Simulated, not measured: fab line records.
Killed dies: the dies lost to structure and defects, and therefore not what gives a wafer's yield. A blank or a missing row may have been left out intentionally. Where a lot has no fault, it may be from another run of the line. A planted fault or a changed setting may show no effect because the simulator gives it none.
Split-lot experiment / flow n5 finfet / on a route of 1938 steps: 7 lots, 39 wafers read

ON THE SPLIT
At N5_SDB_HM_DEP_00 (deposits SiNx from SiH4/NH3/N2, target thk 40 nm, time 35.3 s), the setting target thk a was moved away from the recipe's 400 angstrom on 12 of the 39 wafers read, by +18.8% to +49.1%. For the rest of the wafers, this setting stayed at what the recipe calls for.

FROM THE SPLIT TO THE READING: what the file shows between them, 9 steps
- N5_SDB_COAT_03: time 60 s, resist thk 100 nm
- N5_SDB_COAT_04: time 60 s, resist thk 18 nm
- N5_SDB_STRIP_19: strips in N2/H2
- N5_SDB_STRIP_21: strips in CF4
- N5_SDB_HM_OPEN_20: chemistry CH3F/O2, target SiNx, stops on poly-Si, target depth 24 nm
- N5_SDB_STRIP_22: strips in N2/H2
- N5_SDB_PRECLEAN_23: cleans in dHF, time 30 s
- N5_SDB_DUMMY_REMOVE_24: chemistry TMAH, target poly-Si, stops on SiO2, target depth 142 nm, time 57 s, rinse time 30 s
- N5_SDB_ETCH_25: etches SiO2 in C4F6/O2, target depth 10 nm, time 3.3 s

THE READING
SiNx_of_SDB_HM_DEP_00.thk nm (the simulator's own value, which no gauge read), in nm, at N5_SDB_CUT_ETCH_26 (etches Si in HBr/Cl2/O2, target depth 129.6 nm, bt time 20 s, time 51.8 s). The file gives no usual value for it. Across the 27 wafers here that went through the recipe, the average is 22.2 nm and the standard deviation 0.66 nm.

wafer=L076.1; tool, chamber at the split=pecvd-01, 1,2; target thk a as run, angstrom=400; against the recipe=recipe; SiNx_of_SDB_HM_DEP_00.thk nm, nm=22.6; against lot-mates on the recipe=-
wafer=L076.2; tool, chamber at the split=pecvd-01, 0; target thk a as run, angstrom=400; against the recipe=recipe; SiNx_of_SDB_HM_DEP_00.thk nm, nm=22; against lot-mates on the recipe=-
wafer=L076.3; tool, chamber at the split=pecvd-01, 1,2; target thk a as run, angstrom=400; against the recipe=recipe; SiNx_of_SDB_HM_DEP_00.thk nm, nm=21.8; against lot-mates on the recipe=-
wafer=L076.4; tool, chamber at the split=pecvd-01, 0; target thk a as run, angstrom=400; against the recipe=recipe; SiNx_of_SDB_HM_DEP_00.thk nm, nm=23.2; against lot-mates on the recipe=-
wafer=L076.5; tool, chamber at the split=pecvd-01, 2; target thk a as run, angstrom=400; against the recipe=recipe; SiNx_of_SDB_HM_DEP_00.thk nm, nm=23.6; against lot-mates on the recipe=-
wafer=L076.6; tool, chamber at the split=pecvd-01, 1; target thk a as run, angstrom=400; against the recipe=recipe; SiNx_of_SDB_HM_DEP_00.thk nm, nm=23; against lot-mates on the recipe=-
wafer=L078.1; tool, chamber at the split=pecvd-01, 0,1; target thk a as run, angstrom=400; against the recipe=recipe; SiNx_of_SDB_HM_DEP_00.thk nm, nm=22.4; against lot-mates on the recipe=-
wafer=L078.2; tool, chamber at the split=pecvd-01, 0,1; target thk a as run, angstrom=400; against the recipe=recipe; SiNx_of_SDB_HM_DEP_00.thk nm, nm=21.4; against lot-mates on the recipe=-
wafer=L078.3; tool, chamber at the split=pecvd-01, 2; target thk a as run, angstrom=400; against the recipe=recipe; SiNx_of_SDB_HM_DEP_00.thk nm, nm=21.4; against lot-mates on the recipe=-
wafer=L078.4; tool, chamber at the split=pecvd-01, 0; target thk a as run, angstrom=400; against the recipe=recipe; SiNx_of_SDB_HM_DEP_00.thk nm, nm=22.8; against lot-mates on the recipe=-
wafer=L078.5; tool, chamber at the split=pecvd-01, 1; target thk a as run, angstrom=400; against the recipe=recipe; SiNx_of_SDB_HM_DEP_00.thk nm, nm=22.2; against lot-mates on the recipe=-
wafer=L078.6; tool, chamber at the split=pecvd-01, 2; target thk a as run, angstrom=400; against the recipe=recipe; SiNx_of_SDB_HM_DEP_00.thk nm, nm=22.6; against lot-mates on the recipe=-
wafer=L080.1; tool, chamber at the split=pecvd-01, 0; target thk a as run, angstrom=562.8; against the recipe=+40.7%; SiNx_of_SDB_HM_DEP_00.thk nm, nm=38.8; against lot-mates on the recipe=+16.9
wafer=L080.2; tool, chamber at the split=pecvd-01, 1,2; target thk a as run, angstrom=400; against the recipe=recipe; SiNx_of_SDB_HM_DEP_00.thk nm, nm=21.6; against lot-mates on the recipe=-
wafer=L080.3; tool, chamber at the split=pecvd-01, 1,2; target thk a as run, angstrom=400; against the recipe=recipe; SiNx_of_SDB_HM_DEP_00.thk nm, nm=21.8; against lot-mates on the recipe=-
wafer=L080.4; tool, chamber at the split=pecvd-01, 2; target thk a as run, angstrom=562.8; against the recipe=+40.7%; SiNx_of_SDB_HM_DEP_00.thk nm, nm=39.6; against lot-mates on the recipe=+17.7
wafer=L080.5; tool, chamber at the split=pecvd-01, 0; target thk a as run, angstrom=562.8; against the recipe=+40.7%; SiNx_of_SDB_HM_DEP_00.thk nm, nm=40.4; against lot-mates on the recipe=+18.5
wafer=L080.6; tool, chamber at the split=pecvd-01, 1; target thk a as run, angstrom=400; against the recipe=recipe; SiNx_of_SDB_HM_DEP_00.thk nm, nm=22.4; against lot-mates on the recipe=-
wafer=L082.3; tool, chamber at the split=pecvd-01, 2; target thk a as run, angstrom=400; against the recipe=recipe; SiNx_of_SDB_HM_DEP_00.thk nm, nm=21.2; against lot-mates on the recipe=-
wafer=L082.4; tool, chamber at the split=pecvd-01, 1; target thk a as run, angstrom=400; against the recipe=recipe; SiNx_of_SDB_HM_DEP_00.thk nm, nm=22; against lot-mates on the recipe=-
wafer=L082.5; tool, chamber at the split=pecvd-01, 0; target thk a as run, angstrom=400; against the recipe=recipe; SiNx_of_SDB_HM_DEP_00.thk nm, nm=22.2; against lot-mates on the recipe=-
wafer=L084.1; tool, chamber at the split=pecvd-03, 0; target thk a as run, angstrom=400; against the recipe=recipe; SiNx_of_SDB_HM_DEP_00.thk nm, nm=22.2; against lot-mates on the recipe=-
wafer=L084.3; tool, chamber at the split=pecvd-03, 0; target thk a as run, angstrom=400; against the recipe=recipe; SiNx_of_SDB_HM_DEP_00.thk nm, nm=22.2; against lot-mates on the recipe=-
wafer=L084.2; tool, chamber at the split=pecvd-03, 2; target thk a as run, angstrom=551.7; against the recipe=+37.9%; SiNx_of_SDB_HM_DEP_00.thk nm, nm=37.8; against lot-mates on the recipe=+15.5
wafer=L084.4; tool, chamber at the split=pecvd-03, 2; target thk a as run, angstrom=551.7; against the recipe=+37.9%; SiNx_of_SDB_HM_DEP_00.thk nm, nm=37.8; against lot-mates on the recipe=+15.5
wafer=L084.5; tool, chamber at the split=pecvd-03, 2; target thk a as run, angstrom=400; against the recipe=recipe; SiNx_of_SDB_HM_DEP_00.thk nm, nm=22.4; against lot-mates on the recipe=-
wafer=L084.6; tool, chamber at the split=pecvd-03, 0; target thk a as run, angstrom=551.7; against the recipe=+37.9%; SiNx_of_SDB_HM_DEP_00.thk nm, nm=38; against lot-mates on the recipe=+15.7
wafer=L091.1; tool, chamber at the split=pecvd-01, 1,2; target thk a as run, angstrom=400; against the recipe=recipe; SiNx_of_SDB_HM_DEP_00.thk nm, nm=21.2; against lot-mates on the recipe=-
wafer=L091.2; tool, chamber at the split=pecvd-01, 0; target thk a as run, angstrom=596.5; against the recipe=+49.1%; SiNx_of_SDB_HM_DEP_00.thk nm, nm=42; against lot-mates on the recipe=+20.3
wafer=L091.3; tool, chamber at the split=pecvd-01, 1,2; target thk a as run, angstrom=400; against the recipe=recipe; SiNx_of_SDB_HM_DEP_00.thk nm, nm=21.4; against lot-mates on the recipe=-
wafer=L091.4; tool, chamber at the split=pecvd-01, 2; target thk a as run, angstrom=596.5; against the recipe=+49.1%; SiNx_of_SDB_HM_DEP_00.thk nm, nm=43.2; against lot-mates on the recipe=+21.5
wafer=L091.5; tool, chamber at the split=pecvd-01, 1; target thk a as run, angstrom=400; against the recipe=recipe; SiNx_of_SDB_HM_DEP_00.thk nm, nm=22.6; against lot-mates on the recipe=-
wafer=L091.6; tool, chamber at the split=pecvd-01, 0; target thk a as run, angstrom=596.5; against the recipe=+49.1%; SiNx_of_SDB_HM_DEP_00.thk nm, nm=43.4; against lot-mates on the recipe=+21.7
wafer=L097.1; tool, chamber at the split=pecvd-01, 1; target thk a as run, angstrom=400; against the recipe=recipe; SiNx_of_SDB_HM_DEP_00.thk nm, nm=21.2; against lot-mates on the recipe=-
wafer=L097.2; tool, chamber at the split=pecvd-01, 0; target thk a as run, angstrom=400; against the recipe=recipe; SiNx_of_SDB_HM_DEP_00.thk nm, nm=22; against lot-mates on the recipe=-
wafer=L097.3; tool, chamber at the split=pecvd-01, 2; target thk a as run, angstrom=475.4; against the recipe=+18.8%; SiNx_of_SDB_HM_DEP_00.thk nm, nm=29.6; against lot-mates on the recipe=+7.4
wafer=L097.4; tool, chamber at the split=pecvd-01, 1; target thk a as run, angstrom=475.4; against the recipe=+18.8%; SiNx_of_SDB_HM_DEP_00.thk nm, nm=30; against lot-mates on the recipe=+7.8
wafer=L097.5; tool, chamber at the split=pecvd-01, 2; target thk a as run, angstrom=475.4; against the recipe=+18.8%; SiNx_of_SDB_HM_DEP_00.thk nm, nm=29; against lot-mates on the recipe=+6.8
wafer=L097.6; tool, chamber at the split=pecvd-01, 0; target thk a as run, angstrom=400; against the recipe=recipe; SiNx_of_SDB_HM_DEP_00.thk nm, nm=23.4; against lot-mates on the recipe=-
When a row names more than one chamber, that row covers several wafers, and the file does not tell which wafer ran in which chamber.

FIT RESULTS
A straight line over all 39 wafers: SiNx_of_SDB_HM_DEP_00.thk nm changes by +0.42 nm for each +1% of target thk a; r = +1.00; the points scatter about the line by 0.66 nm.
The same after taking each lot's own level away (the mean of its wafers on the recipe; 39 wafers): +0.425 nm for each +1%; r = +1.00; scatter 0.63 nm.
That fit puts the effect of the largest move of target thk a on the reading at 21 nm.
The lots' own levels span 21.73 to 22.70 nm, that is 1.5 times the standard deviation above.
Consequently the slope shifts little with the lot-to-lot level, the two slopes agreeing.
Check: for one of the wafers moved furthest among these (+49.1%), held out of the fit, the line's prediction against its lot-mates is +20.9 nm. Against them it came out at +20.3 nm.

THE WHOLE CHAIN: every reading that the file lists as answering this split, in the file's order
step=N5_SDB_HM_DEP_00; what it does=deposits SiNx from SiH4/NH3/N2, target thk 40 nm, time 35.3 s; reading=SiNx_of_SDB_HM_DEP_00.thk nm (the simulator's own value, which no gauge read); change (the file's fit)=+0.413 nm for each +1% of the setting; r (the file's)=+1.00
step=N5_SDB_HM_OPEN_20; what it does=chemistry CH3F/O2, target SiNx, stops on poly-Si, target depth 24 nm; reading=etch.depth nm (the simulator's own value, which no gauge read); change (the file's fit)=+0.232 nm for each +1% of the setting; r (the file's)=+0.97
step=N5_SDB_CUT_ETCH_26; what it does=etches Si in HBr/Cl2/O2, target depth 129.6 nm, bt time 20 s, time 51.8 s; reading=SiNx_of_SDB_HM_DEP_00.thk nm (the simulator's own value, which no gauge read); change (the file's fit)=+0.424 nm for each +1% of the setting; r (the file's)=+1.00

FILE'S OWN FIT
SiNx_of_SDB_HM_DEP_00.thk nm changes by +0.424 nm for each +1% of target thk a, r = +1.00.
